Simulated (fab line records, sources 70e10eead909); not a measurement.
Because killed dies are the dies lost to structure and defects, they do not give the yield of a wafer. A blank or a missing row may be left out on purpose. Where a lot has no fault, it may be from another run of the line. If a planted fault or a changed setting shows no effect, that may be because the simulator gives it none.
fab line records | flow nand-harc | part 1 of 2: steps 1 to 29 of 44
record: lots: 5 | wafers: 15 | last-day: 22
route steps=1159 shown A_STAIRCASE@639
lots with no fault: from the same line, run without faults
start-h: start of the lot's first displayed wafer, in hours after the record's first day | wait-h: time in hours since the lot's previous step | " same as the row above | L1.1+2: one row covering several wafers at once | - either no value or no given start | * or withheld: withheld | < > ~ a bound
route shown NAME@n: names a module that has steps shown in the file, with the first one's number in the route | usual: average and standard deviation across the fault-free wafers | same: alike in all rows | chamber/n: place in a boat | sites: per-site readings | _std_site: the standard deviation of these | _edge_site: mean of outer sites minus mean of inner sites | radius-mm: for every site, how far away it sits from the centre of the wafer | mask NAME#n: copy n | behind: the last tool/chamber to shape the wafer | hold: cause of the lot's hold/its duration in hours/its outcome | device: transistor that didn't switch, given as n, p or np | end of line: the same wafers' tests at the end of the route | step lacking rows: just its recipe | killed: dies that structure and defects cost at the first sort, which is not the same as the wafer's yield | map: a wafer's dies, x killed, . not, _ none there
set.NAME: setting as actually run; set.NAME@STEP: the setting as run at that earlier step | model.NAME: the simulator's own value behind a step, which no gauge read
lots seen at some steps along the route; tables by step, rows by wafer
services: a tool's chamber out of use, with start hour (start-h, from the record's first day; less than 0 if before it), hours out, and reason
== steps ==
step: NHARC_A_STAIRCASE_SOFTBAKE_245
recipe: temp-c: 135 | time-s: 170
lot.wafer  | tool           | chamber | start-h | wait-h
L076.2+3+6 | litho-track-05 | 0       | -       | -
L082.2+4+6 | litho-track-07 | 0       | -       | -
L081.3+4+6 | litho-track-07 | 0       | -       | -
L085.2+3+4 | litho-track-05 | 0       | -       | -
L088.1+3+5 | litho-track-05 | 0       | -       | -
step: NHARC_A_STAIRCASE_EBR_246
lot.wafer  | tool           | chamber | start-h | wait-h
L076.2+3+6 | litho-track-05 | 0       | -       | -
L082.2+4+6 | litho-track-07 | 0       | -       | -
L081.3+4+6 | litho-track-07 | 0       | -       | -
L085.2+3+4 | litho-track-05 | 0       | -       | -
L088.1+3+5 | litho-track-05 | 0       | -       | -
step: NHARC_A_STAIRCASE_EXPOSE_247
recipe: na: 0.5 | dose-mj: 25.34 | mask-id: SDS_1
lot.wafer  | tool           | chamber | start-h | wait-h | mask
L076.2+3+6 | krf-scanner-03 | 0       | 261.36  | -      | SDS_1#0
L082.2+4+6 | krf-scanner-04 | 0       | 287.43  | -      | SDS_1#0
L081.3+4+6 | krf-scanner-02 | 0       | 297.30  | -      | SDS_1#0
L085.2+3+4 | krf-scanner-04 | 0       | 309.72  | -      | SDS_1#0
L088.1+3+5 | krf-scanner-02 | 0       | 331.01  | -      | SDS_1#0
step: NHARC_A_STAIRCASE_PEB_248
recipe: peb-temp-c: 115 | peb-time-s: 130
lot.wafer  | tool           | chamber | start-h | wait-h
L076.2+3+6 | litho-track-05 | 0       | 261.42  | 0.1
L082.2+4+6 | litho-track-05 | 0       | 287.49  | 0.1
L081.3+4+6 | litho-track-05 | 0       | 297.36  | 0.1
L085.2+3+4 | litho-track-02 | 0       | 309.78  | 0.1
L088.1+3+5 | litho-track-07 | 0       | 331.08  | 0.1
step: NHARC_A_STAIRCASE_DEVELOP_249
recipe: time-s: 140
lot.wafer  | tool           | chamber | start-h | wait-h
L076.2+3+6 | litho-track-05 | 0       | -       | -
L082.2+4+6 | litho-track-05 | 0       | -       | -
L081.3+4+6 | litho-track-05 | 0       | -       | -
L085.2+3+4 | litho-track-02 | 0       | -       | -
L088.1+3+5 | litho-track-07 | 0       | -       | -
step: NHARC_A_STAIRCASE_HARDBAKE_251
recipe: temp-c: 120 | time-s: 140
lot.wafer  | tool           | chamber | start-h | wait-h
L076.2+3+6 | litho-track-02 | 0       | 261.64  | -
L082.2+4+6 | litho-track-07 | 0       | 287.71  | -
L081.3+4+6 | litho-track-05 | 0       | 297.59  | -
L085.2+3+4 | litho-track-05 | 0       | 310.00  | -
L088.1+3+5 | litho-track-07 | 0       | 331.30  | -
step: NHARC_A_STAIRCASE_DESCUM_252
recipe: time-s: 3 | o2-flow-sccm: 200 | ar-flow-sccm: 0 | bias-power-w: 0 | chemistry: O2
usual: drypump-motor-current-A: 5.8/0.48 | oes-product-au: 0.996/0.011 | rf-vpp-V: 57.8/0.92 | showerhead-plenum-p-Torr: 1.92/0.069 | throttle-valve-pct: 11.311/0.01
lot.wafer | tool        | chamber | start-h | wait-h | drypump-motor-current-A | oes-product-au | rf-hours-counter-h | rf-vpp-V | showerhead-plenum-p-Torr | throttle-valve-pct
L076.3    | rie-diel-06 | 2       | 261.90  | -      | 6.1                     | 1.012          | 5                  | 58.3     | 1.96                     | 11.326
L076.2    | "           | 3       | "       | "      | 6.1                     | 1.004          | 4                  | 57.5     | 2.00                     | 11.298
L076.6    | "           | 1       | "       | "      | 5.8                     | 0.986          | -                  | 59.2     | 1.98                     | 11.307
L082.2    | rie-diel-12 | 1       | 287.81  | -      | 6.0                     | 0.982          | 31                 | 57.2     | 1.99                     | 11.330
L082.4    | "           | 2       | "       | "      | 5.4                     | 0.999          | 34                 | 59.2     | 1.91                     | 11.316
L082.6    | "           | 1       | "       | "      | 6.0                     | 0.975          | -                  | 57.9     | 1.99                     | 11.319
L081.4    | rie-diel-08 | 1       | 297.67  | -      | 6.6                     | 0.997          | 63                 | 58.2     | 2.01                     | 11.296
L081.3    | "           | 3       | "       | "      | 5.2                     | 0.981          | 63                 | 58.0     | 1.87                     | 11.312
L081.6    | "           | 1       | "       | "      | 6.6                     | 0.982          | -                  | 58.4     | 2.01                     | 11.317
L085.4    | rie-diel-12 | 3       | 310.10  | -      | 4.7                     | 0.995          | 42                 | 57.9     | 1.85                     | 11.303
L085.3    | "           | 0       | "       | "      | 5.8                     | 0.987          | 35                 | 56.9     | 1.90                     | 11.330
L085.2    | "           | 1       | "       | "      | 6.0                     | 0.981          | 39                 | 57.4     | 1.98                     | 11.333
L088.3    | rie-diel-08 | 1       | 331.41  | -      | 6.6                     | 0.982          | 7                  | 56.7     | 2.01                     | 11.311
L088.1    | "           | 2       | "       | "      | 5.8                     | 1.003          | 9                  | 57.8     | 1.79                     | 11.319
L088.5    | "           | 0       | "       | "      | 5.8                     | 1.004          | -                  | 57.0     | 1.84                     | 11.314
step: NHARC_A_STAIRCASE_ETCH_253
recipe: target-depth-a: 500 | time-s: 20.2 | ion-energy-ev: 400 | c4f8-flow-sccm: 20 | o2-flow-sccm: 10 | ar-flow-sccm: withheld | rf-w: 600 | bias-w: 1000 | chemistry: C4F8/O2
usual: oes-product-au: 0.948/0.02 | rf-vpp-V: 896/4.6
lot.wafer | tool        | chamber | start-h | wait-h | oes-product-au | rf-hours-counter-h | rf-vpp-V
L076.3    | rie-diel-06 | 3       | 262.07  | 0.2    | 0.936          | 4                  | 901
L076.2    | "           | 1       | "       | "      | 0.928          | 5                  | 903
L076.6    | "           | 3       | "       | "      | 0.936          | -                  | 901
L082.2    | rie-diel-12 | 2       | 287.90  | 0.1    | 0.914          | 34                 | 895
L082.4    | "           | 0       | "       | "      | 0.910          | 27                 | 897
L082.6    | "           | 2       | "       | "      | 0.921          | -                  | 896
L081.4    | rie-diel-08 | 2       | 297.76  | 0.1    | 0.972          | 55                 | 888
L081.3    | "           | 3       | "       | "      | 0.955          | 63                 | 893
L081.6    | "           | 1       | "       | "      | 0.962          | -                  | 902
L085.4    | rie-diel-12 | 2       | 310.18  | 0.1    | 0.927          | 41                 | 896
L085.2    | "           | 3       | "       | "      | 0.920          | 42                 | 891
L085.3    | "           | 0       | "       | "      | 0.924          | 35                 | 895
L088.1    | rie-diel-08 | 1       | 331.58  | 0.2    | 0.951          | 7                  | 902
L088.3    | "           | 0       | "       | "      | 0.932          | 7                  | 891
L088.5    | "           | 2       | "       | "      | 0.959          | -                  | 889
step: NHARC_A_STAIRCASE_STRIP_254
recipe: power-w: 1500 | temp-c: 250 | chemistry: O2
usual: drypump-motor-current-A: 5.8/0.46 | heater-power-w: 334/23 | rf-refl-power-W: 23/4.8
lot.wafer | tool            | chamber | start-h | wait-h | drypump-motor-current-A | heater-power-w | rf-hours-counter-h | rf-refl-power-W
L076.2    | plasma-asher-01 | 1       | 262.15  | -      | 5.9                     | 332            | 50                 | 26
L076.3    | "               | 0       | "       | "      | 5.8                     | 349            | -                  | 26
L076.6    | "               | 0       | "       | "      | 5.8                     | 344            | -                  | 26
L082.2    | plasma-asher-02 | 1       | 288.04  | -      | 6.5                     | 308            | 34                 | 14
L082.4    | "               | 1       | "       | "      | 6.6                     | 309            | -                  | 14
L082.6    | "               | 1       | "       | "      | 6.6                     | 303            | -                  | 14
L081.3    | plasma-asher-01 | 0       | 297.94  | -      | 5.9                     | 347            | -                  | 27
L081.4    | "               | 1       | "       | "      | 5.9                     | 352            | -                  | 26
L081.6    | "               | 1       | "       | "      | 5.8                     | 351            | -                  | 27
L085.2    | plasma-asher-01 | 0       | 310.31  | -      | 5.8                     | 357            | 5                  | 26
L085.4    | "               | 1       | "       | "      | 5.9                     | 347            | -                  | 26
L085.3    | "               | 0       | "       | "      | 5.9                     | 359            | -                  | 26
L088.1    | plasma-asher-01 | 0       | 331.72  | -      | 5.8                     | 352            | 14                 | 27
L088.3    | "               | 0       | "       | "      | 5.8                     | 357            | -                  | 25
L088.5    | "               | 0       | "       | "      | 5.7                     | 355            | -                  | 26
step: NHARC_A_STAIRCASE_STRIP_255
recipe: time-s: 900 | temp-c: 130 | chemistry: SPM
lot.wafer  | tool         | chamber | start-h | wait-h
L076.2+3+6 | wet-bench-06 | 6,0,2   | 262.51  | 0.3
L082.6+4+2 | wet-bench-03 | 1,4,6   | 288.35  | 0.1
L081.4+3+6 | wet-bench-03 | 2,3,4   | 298.24  | 0.2
L085.2+3+4 | wet-bench-02 | 3,5,7   | 310.62  | 0.3
L088.1+5+3 | wet-bench-02 | 1,2,5   | 332.03  | 0.3
step: NHARC_A_STAIRCASE_PRECLEAN_256
recipe: time-s: * | temp-c: 50 | bath-age-min: 0 | chemistry: SC1
usual: diw-flow-mL-min: 1415/4.2
same: bath-age-min: 0
lot.wafer | tool         | chamber | start-h | wait-h | diw-flow-mL-min
L076.2    | wet-bench-06 | 6       | -       | -      | 1414
L076.3    | "            | 0       | "       | "      | 1421
L076.6    | "            | 2       | "       | "      | 1417
L082.6    | wet-bench-03 | 1       | -       | -      | 1421
L082.4    | "            | 4       | "       | "      | 1414
L082.2    | "            | 6       | "       | "      | 1421
L081.4    | wet-bench-03 | 2       | -       | -      | 1411
L081.3    | "            | 3       | "       | "      | 1414
L081.6    | "            | 4       | "       | "      | 1413
L085.2    | wet-bench-02 | 3       | -       | -      | 1407
L085.3    | "            | 5       | "       | "      | 1410
L085.4    | "            | 7       | "       | "      | 1417
L088.1    | wet-bench-02 | 1       | -       | -      | 1411
L088.5    | "            | 2       | "       | "      | 1420
L088.3    | "            | 5       | "       | "      | 1420
step: NHARC_A_STAIRCASE_SRD_257
lot.wafer  | tool         | chamber | start-h | wait-h
L076.2+3+6 | wet-bench-06 | 6,0,2   | -       | -
L082.6+4+2 | wet-bench-03 | 1,4,6   | -       | -
L081.4+3+6 | wet-bench-03 | 2,3,4   | -       | -
L085.2+3+4 | wet-bench-02 | 3,5,7   | -       | -
L088.1+5+3 | wet-bench-02 | 1,2,5   | -       | -
step: NHARC_A_STAIRCASE_HM_DEP_456
recipe: target-thk-a: 15000 | temp-c: 400 | material: aC
usual: throttle-valve-pct: 34.999/0.0087
lot.wafer | tool       | chamber | start-h | wait-h | throttle-valve-pct
L076.2    | acl-dep-01 | 0       | 263.26  | -      | 34.999
L076.3    | "          | 0       | "       | "      | 35.001
L076.6    | "          | 0       | "       | "      | 34.996
L082.2    | acl-dep-02 | 0       | 290.24  | -      | 34.999
L082.4    | "          | 0       | "       | "      | 34.996
L082.6    | "          | 0       | "       | "      | 34.981
L081.3    | acl-dep-03 | 0       | 300.45  | -      | 35.015
L081.4    | "          | 0       | "       | "      | 34.992
L081.6    | "          | 0       | "       | "      | 34.999
L085.2    | acl-dep-01 | 0       | 311.38  | -      | 35.007
L085.3    | "          | 0       | "       | "      | 34.997
L085.4    | "          | 0       | "       | "      | 34.994
L088.1    | acl-dep-03 | 0       | 333.22  | -      | 35.002
L088.3    | "          | 0       | "       | "      | 35.009
L088.5    | "          | 0       | "       | "      | 34.992
step: NHARC_A_STAIRCASE_DEP_259
recipe: target-thk-a: 300 | target-thk-nm: 30 | temp-c: 400 | pressure-torr: 3.5 | flow-sccm: 200 | rf-w: 350 | material: SiON
usual: heater-power-outer-w: 449/66 | heater-power-w: 751/80
lot.wafer | tool     | chamber | start-h | wait-h | heater-power-outer-w | heater-power-w
L076.3    | pecvd-04 | 0       | 264.80  | 0.9    | 463                  | 761
L076.2    | "        | 2       | "       | "      | 477                  | 757
L076.6    | "        | 0       | "       | "      | 461                  | 763
L082.2    | pecvd-01 | 2       | 291.85  | 1.3    | 311                  | 564
L082.6    | "        | 0       | "       | "      | 397                  | 692
L082.4    | "        | 1       | "       | "      | 505                  | 809
L081.3    | pecvd-04 | 1       | 301.71  | 1.0    | 430                  | 787
L081.4    | "        | 2       | "       | "      | 532                  | 812
L081.6    | "        | 0       | "       | "      | 509                  | 805
L085.3    | pecvd-01 | 2       | 312.93  | 0.9    | 328                  | 586
L085.2    | "        | 1       | "       | "      | 469                  | 787
L085.4    | "        | 1       | "       | "      | 480                  | 799
L088.3    | pecvd-01 | 0       | 335.15  | 1.0    | 397                  | 686
L088.1    | "        | 1       | "       | "      | 471                  | 780
L088.5    | "        | 1       | "       | "      | 481                  | 766
step: NHARC_A_STAIRCASE_DEHYDRATE_281
recipe: temp-c: 150 | time-s: 120
lot.wafer  | tool           | chamber | start-h | wait-h
L076.2+3+6 | litho-track-05 | 0       | 265.07  | 0.2
L082.2+4+6 | litho-track-07 | 0       | 292.06  | 0.2
L081.3+4+6 | litho-track-05 | 0       | 301.98  | 0.2
L085.2+3+4 | litho-track-05 | 0       | 313.20  | 0.2
L088.1+3+5 | litho-track-05 | 0       | 335.39  | 0.2
step: NHARC_A_STAIRCASE_HMDS_282
recipe: time-s: 30
lot.wafer  | tool           | chamber | start-h | wait-h
L076.2+3+6 | litho-track-05 | 0       | -       | -
L082.2+4+6 | litho-track-07 | 0       | -       | -
L081.3+4+6 | litho-track-05 | 0       | -       | -
L085.2+3+4 | litho-track-05 | 0       | -       | -
L088.1+3+5 | litho-track-05 | 0       | -       | -
step: NHARC_A_STAIRCASE_COAT_283
recipe: spin-rpm: 1200
lot.wafer  | tool           | chamber | start-h | wait-h
L076.2+3+6 | litho-track-05 | 0       | -       | -
L082.2+4+6 | litho-track-07 | 0       | -       | -
L081.3+4+6 | litho-track-05 | 0       | -       | -
L085.2+3+4 | litho-track-05 | 0       | -       | -
L088.1+3+5 | litho-track-05 | 0       | -       | -
step: NHARC_A_STAIRCASE_SOFTBAKE_284
recipe: temp-c: 135 | time-s: 170
lot.wafer  | tool           | chamber | start-h | wait-h
L076.2+3+6 | litho-track-05 | 0       | -       | -
L082.2+4+6 | litho-track-07 | 0       | -       | -
L081.3+4+6 | litho-track-05 | 0       | -       | -
L085.2+3+4 | litho-track-05 | 0       | -       | -
L088.1+3+5 | litho-track-05 | 0       | -       | -
step: NHARC_A_STAIRCASE_EBR_285
lot.wafer  | tool           | chamber | start-h | wait-h
L076.2+3+6 | litho-track-05 | 0       | -       | -
L082.2+4+6 | litho-track-07 | 0       | -       | -
L081.3+4+6 | litho-track-05 | 0       | -       | -
L085.2+3+4 | litho-track-05 | 0       | -       | -
L088.1+3+5 | litho-track-05 | 0       | -       | -
step: NHARC_A_STAIRCASE_EXPOSE_286
recipe: na: 0.5 | dose-mj: 25.01 | mask-id: CHOP_100
lot.wafer  | tool           | chamber | start-h | wait-h | mask
L076.2+3+6 | krf-scanner-04 | 0       | 265.41  | -      | CHOP_100#0
L082.2+4+6 | krf-scanner-04 | 0       | 292.28  | -      | CHOP_100#0
L081.3+4+6 | krf-scanner-02 | 0       | 302.33  | -      | CHOP_100#0
L085.2+3+4 | krf-scanner-03 | 0       | 313.54  | -      | CHOP_100#0
L088.1+3+5 | krf-scanner-02 | 0       | 335.60  | -      | CHOP_100#0
step: NHARC_A_STAIRCASE_PEB_287
recipe: peb-temp-c: 115 | peb-time-s: 130
lot.wafer  | tool           | chamber | start-h | wait-h
L076.2+3+6 | litho-track-07 | 0       | 265.48  | 0.1
L082.2+4+6 | litho-track-07 | 0       | 292.34  | 0.1
L081.3+4+6 | litho-track-02 | 0       | 302.38  | 0.1
L085.2+3+4 | litho-track-05 | 0       | 313.60  | 0.1
L088.1+3+5 | litho-track-07 | 0       | 335.66  | 0.1
step: NHARC_A_STAIRCASE_DEVELOP_288
recipe: time-s: 140
lot.wafer  | tool           | chamber | start-h | wait-h
L076.2+3+6 | litho-track-07 | 0       | -       | -
L082.2+4+6 | litho-track-07 | 0       | -       | -
L081.3+4+6 | litho-track-02 | 0       | -       | -
L085.2+3+4 | litho-track-05 | 0       | -       | -
L088.1+3+5 | litho-track-07 | 0       | -       | -
step: NHARC_A_STAIRCASE_HARDBAKE_290
recipe: temp-c: 120 | time-s: 140
lot.wafer  | tool           | chamber | start-h | wait-h
L076.2+3+6 | litho-track-05 | 0       | 265.70  | -
L082.2+4+6 | litho-track-02 | 0       | 292.56  | -
L081.3+4+6 | litho-track-07 | 0       | 302.61  | -
L085.2+3+4 | litho-track-05 | 0       | 313.82  | -
L088.1+3+5 | litho-track-07 | 0       | 335.88  | -
step: NHARC_A_STAIRCASE_DESCUM_291
recipe: time-s: 3 | o2-flow-sccm: 200 | ar-flow-sccm: 0 | bias-power-w: 0 | chemistry: O2
usual: drypump-motor-current-A: 5.7/0.52 | oes-product-au: 0.997/0.01 | rf-vpp-V: 57.8/0.83 | showerhead-plenum-p-Torr: 1.90/0.071 | throttle-valve-pct: 11.311/0.0093
lot.wafer | tool        | chamber | start-h | wait-h | drypump-motor-current-A | oes-product-au | rf-hours-counter-h | rf-vpp-V | showerhead-plenum-p-Torr | throttle-valve-pct
L076.3    | rie-diel-08 | 1       | 265.78  | -      | 6.6                     | 1.005          | 53                 | 57.8     | 2.01                     | 11.327
L076.2    | "           | 2       | "       | "      | 5.8                     | 1.015          | 45                 | 56.2     | 1.79                     | 11.318
L076.6    | "           | 2       | "       | "      | 5.8                     | 1.013          | -                  | 58.2     | 1.79                     | 11.299
L082.4    | rie-diel-06 | 0       | 292.65  | -      | 5.2                     | 0.993          | 15                 | 57.2     | 1.88                     | 11.310
L082.2    | "           | 2       | "       | "      | 6.2                     | 1.023          | 16                 | 58.4     | 1.96                     | 11.313
L082.6    | "           | 0       | "       | "      | 5.2                     | 1.000          | -                  | 58.0     | 1.88                     | 11.320
L081.3    | rie-diel-12 | 0       | 302.70  | -      | 5.8                     | 0.980          | 30                 | 57.8     | 1.91                     | 11.308
L081.4    | "           | 1       | "       | "      | 6.0                     | 0.987          | 35                 | 57.5     | 1.98                     | 11.329
L081.6    | "           | 3       | "       | "      | 4.7                     | 1.002          | -                  | 57.2     | 1.86                     | 11.305
L085.2    | rie-diel-06 | 0       | 313.91  | -      | 5.2                     | 0.984          | 26                 | 57.4     | 1.87                     | 11.301
L085.3    | "           | 1       | "       | "      | 5.8                     | 0.990          | 22                 | 59.0     | 1.98                     | 11.317
L085.4    | "           | 2       | "       | "      | 6.1                     | 1.002          | 25                 | 58.8     | 1.95                     | 11.304
L088.3    | rie-diel-08 | 0       | 335.99  | -      | 5.8                     | 0.997          | 8                  | 58.2     | 1.84                     | 11.314
L088.1    | "           | 2       | "       | "      | 5.8                     | 1.002          | 10                 | 56.9     | 1.79                     | 11.311
L088.5    | "           | 0       | "       | "      | 5.8                     | 1.006          | -                  | 57.2     | 1.84                     | 11.304
step: NHARC_A_STAIRCASE_ETCH_292
recipe: cf4-flow-sccm: 100 | chf3-flow-sccm: 30 | ar-flow-sccm: 0 | rf-w: 500 | bias-w: 200 | chemistry: CF4/CHF3
usual: drypump-motor-current-A: 5.7/0.5 | oes-product-au: 0.949/0.018 | rf-vpp-V: 370.5/1.9 | showerhead-plenum-p-Torr: 1.57/0.054 | throttle-valve-pct: 16.803/0.0092
lot.wafer | tool        | chamber | start-h | wait-h | drypump-motor-current-A | oes-product-au | rf-hours-counter-h | rf-vpp-V | showerhead-plenum-p-Torr | throttle-valve-pct
L076.2    | rie-diel-08 | 1       | 265.95  | 0.1    | 6.6                     | 0.930          | 53                 | 374.0    | 1.65                     | 16.807
L076.3    | "           | 2       | "       | "      | 5.8                     | 0.929          | 45                 | 365.9    | 1.48                     | 16.800
L076.6    | "           | 1       | "       | "      | 6.6                     | 0.933          | -                  | 370.9    | 1.65                     | 16.810
L082.4    | rie-diel-06 | 3       | 292.73  | 0.1    | 6.1                     | 0.977          | 16                 | 372.5    | 1.64                     | 16.815
L082.2    | "           | 1       | "       | "      | 5.8                     | 0.943          | 15                 | 373.0    | 1.63                     | 16.821
L082.6    | "           | 3       | "       | "      | 6.1                     | 0.987          | -                  | 374.1    | 1.64                     | 16.796
L081.3    | rie-diel-12 | 3       | 302.83  | 0.1    | 4.7                     | 0.937          | 37                 | 368.5    | 1.53                     | 16.791
L081.4    | "           | 1       | "       | "      | 6.0                     | 0.945          | 35                 | 372.9    | 1.63                     | 16.802
L081.6    | "           | 3       | "       | "      | 4.7                     | 0.938          | -                  | 370.5    | 1.53                     | 16.817
L085.4    | rie-diel-06 | 0       | 313.99  | 0.1    | 5.3                     | 0.954          | 26                 | 371.1    | 1.54                     | 16.808
L085.2    | "           | 1       | "       | "      | 5.8                     | 0.908          | 22                 | 372.3    | 1.62                     | 16.807
L085.3    | "           | 2       | "       | "      | 6.1                     | 0.978          | 25                 | 371.1    | 1.60                     | 16.825
L088.1    | rie-diel-08 | 3       | 336.07  | 0.1    | 5.2                     | 0.924          | 9                  | 370.1    | 1.54                     | 16.808
L088.3    | "           | 2       | "       | "      | 5.8                     | 0.935          | 10                 | 365.9    | 1.47                     | 16.784
L088.5    | "           | 3       | "       | "      | 5.2                     | 0.929          | -                  | 369.5    | 1.54                     | 16.812
step: NHARC_A_STAIRCASE_HM_OPEN_460
recipe: o2-flow-sccm: 400 | cos-flow-sccm: 20 | ar-flow-sccm: 0 | rf-w: 500 | bias-w: 300 | chemistry: O2/COS
usual: drypump-motor-current-A: 5.8/0.51 | oes-product-au: 0.995/0.0099 | rf-vpp-V: 467.0/2.4 | showerhead-plenum-p-Torr: 3.12/0.11 | throttle-valve-pct: 28.331/0.0089
lot.wafer | tool        | chamber | start-h | wait-h | drypump-motor-current-A | oes-product-au | rf-hours-counter-h | rf-vpp-V | showerhead-plenum-p-Torr | throttle-valve-pct
L076.3    | rie-diel-08 | 1       | -       | -      | 6.6                     | 1.006          | 53                 | 471.9    | 3.28                     | 28.326
L076.2    | "           | 3       | "       | "      | 5.2                     | 0.995          | 54                 | 464.4    | 3.07                     | 28.335
L076.6    | "           | 1       | "       | "      | 6.6                     | 1.003          | -                  | 470.7    | 3.28                     | 28.326
L082.4    | rie-diel-06 | 0       | -       | -      | 5.3                     | 0.998          | 15                 | 466.0    | 3.07                     | 28.331
L082.2    | "           | 1       | "       | "      | 5.9                     | 0.997          | 15                 | 468.0    | 3.23                     | 28.343
L082.6    | "           | 0       | "       | "      | 5.2                     | 1.001          | -                  | 465.2    | 3.07                     | 28.349
L081.3    | rie-diel-12 | 1       | -       | -      | 6.0                     | 0.977          | 35                 | 469.6    | 3.23                     | 28.330
L081.4    | "           | 3       | "       | "      | 4.7                     | 0.991          | 37                 | 464.0    | 3.03                     | 28.330
L081.6    | "           | 0       | "       | "      | 5.9                     | 0.991          | -                  | 468.1    | 3.11                     | 28.333
L085.4    | rie-diel-06 | 1       | -       | -      | 5.8                     | 0.991          | 22                 | 469.2    | 3.22                     | 28.321
L085.2    | "           | 2       | "       | "      | 6.2                     | 1.002          | 25                 | 467.3    | 3.18                     | 28.344
L085.3    | "           | 0       | "       | "      | 5.2                     | 1.000          | 26                 | 465.6    | 3.06                     | 28.322
L088.3    | rie-diel-08 | 2       | -       | -      | 5.8                     | 0.999          | 10                 | 461.1    | 2.93                     | 28.332
L088.1    | "           | 3       | "       | "      | 5.2                     | 0.990          | 9                  | 466.7    | 3.06                     | 28.333
L088.5    | "           | 3       | "       | "      | 5.2                     | 0.991          | -                  | 466.1    | 3.06                     | 28.315
step: NHARC_A_STAIRCASE_STRIP_461
recipe: o2-flow-sccm: 400 | cos-flow-sccm: 20 | ar-flow-sccm: 0 | bias-w: 0 | chemistry: O2/COS
lot.wafer  | tool        | chamber | start-h | wait-h
L076.3+2+6 | rie-diel-08 | 3,0,3   | -       | -
L082.4+2+6 | rie-diel-06 | 2,3,2   | -       | -
L081.3+4+6 | rie-diel-12 | 0,2,3   | -       | -
L085.4+2+3 | rie-diel-06 | 1,2,3   | -       | -
L088.3+1+5 | rie-diel-08 | 3,1,0   | -       | -
step: NHARC_A_STAIRCASE_ETCH_452
recipe: target-depth-a: 300 | overetch-a: 30 | time-s: 16.5 | ion-energy-ev: 100 | cf4-flow-sccm: 80 | o2-flow-sccm: 20 | ar-flow-sccm: 0 | rf-w: 300 | bias-w: 100 | chemistry: CF4/O2
usual: drypump-motor-current-A: 5.7/0.5 | oes-product-au: 0.997/0.01 | rf-vpp-V: 197.6/1.4 | showerhead-plenum-p-Torr: 1.33/0.048 | throttle-valve-pct: 13.397/0.0092
lot.wafer | tool        | chamber | start-h | wait-h | drypump-motor-current-A | oes-product-au | rf-hours-counter-h | rf-vpp-V | showerhead-plenum-p-Torr | throttle-valve-pct
L076.2    | rie-diel-08 | 3       | -       | -      | 5.2                     | 0.987          | 54                 | 197.8    | 1.31                     | 13.392
L076.3    | "           | 2       | "       | "      | 5.8                     | 0.999          | 45                 | 195.9    | 1.25                     | 13.396
L076.6    | "           | 0       | "       | "      | 5.8                     | 0.992          | -                  | 198.5    | 1.29                     | 13.409
L082.4    | rie-diel-06 | 2       | -       | -      | 6.1                     | 1.006          | 16                 | 198.8    | 1.36                     | 13.400
L082.2    | "           | 3       | "       | "      | 6.1                     | 0.991          | 16                 | 199.8    | 1.39                     | 13.393
L082.6    | "           | 2       | "       | "      | 6.1                     | 1.012          | -                  | 199.5    | 1.36                     | 13.387
L081.4    | rie-diel-12 | 2       | -       | -      | 5.4                     | 1.006          | 37                 | 198.6    | 1.33                     | 13.385
L081.3    | "           | 0       | "       | "      | 5.8                     | 0.990          | 31                 | 198.9    | 1.33                     | 13.388
L081.6    | "           | 3       | "       | "      | 4.7                     | 1.006          | -                  | 196.3    | 1.30                     | 13.399
L085.2    | rie-diel-06 | 3       | -       | -      | 6.1                     | 1.001          | 25                 | 197.5    | 1.39                     | 13.404
L085.4    | "           | 0       | "       | "      | 5.2                     | 0.992          | 26                 | 196.1    | 1.31                     | 13.407
L085.3    | "           | 1       | "       | "      | 5.8                     | 0.979          | 23                 | 199.5    | 1.38                     | 13.386
L088.1    | rie-diel-08 | 3       | -       | -      | 5.2                     | 0.997          | 9                  | 198.1    | 1.31                     | 13.407
L088.3    | "           | 0       | "       | "      | 5.8                     | 0.998          | 8                  | 195.2    | 1.28                     | 13.394
L088.5    | "           | 2       | "       | "      | 5.8                     | 1.012          | -                  | 196.8    | 1.25                     | 13.399
step: NHARC_A_STAIRCASE_ETCH_294
recipe: target-depth-a: 49920 | time-s: 1212.4 | ion-energy-ev: 800 | c4f8-flow-sccm: 80 | o2-flow-sccm: 60 | ar-flow-sccm: withheld | rf-w: 600 | bias-w: 3000 | chemistry: C4F8/O2/Ar
usual: oes-product-au: 0.932/0.013 | rf-vpp-V: 1826/9.2
lot.wafer | tool        | chamber | start-h | wait-h | oes-product-au | rf-hours-counter-h | rf-vpp-V
L076.3    | rie-diel-08 | 3       | -       | -      | 0.923          | 55                 | 1823
L076.2    | "           | 0       | "       | "      | 0.921          | 43                 | 1818
L076.6    | "           | 3       | "       | "      | 0.918          | -                  | 1824
L082.2    | rie-diel-06 | 2       | -       | -      | 0.945          | 16                 | 1832
L082.4    | "           | 0       | "       | "      | 0.933          | 16                 | 1823
L082.6    | "           | 2       | "       | "      | 0.959          | -                  | 1833
L081.3    | rie-diel-12 | 3       | -       | -      | 0.915          | 37                 | 1819
L081.4    | "           | 0       | "       | "      | 0.921          | 31                 | 1825
L081.6    | "           | 2       | "       | "      | 0.941          | -                  | 1827
L085.4    | rie-diel-06 | 1       | -       | -      | 0.921          | 23                 | 1834
L085.2    | "           | 3       | "       | "      | 0.940          | 25                 | 1837
L085.3    | "           | 0       | "       | "      | 0.927          | 26                 | 1823
L088.3    | rie-diel-08 | 0       | -       | -      | 0.932          | 8                  | 1818
L088.1    | "           | 2       | "       | "      | 0.945          | 10                 | 1810
L088.5    | "           | 1       | "       | "      | 0.922          | -                  | 1839
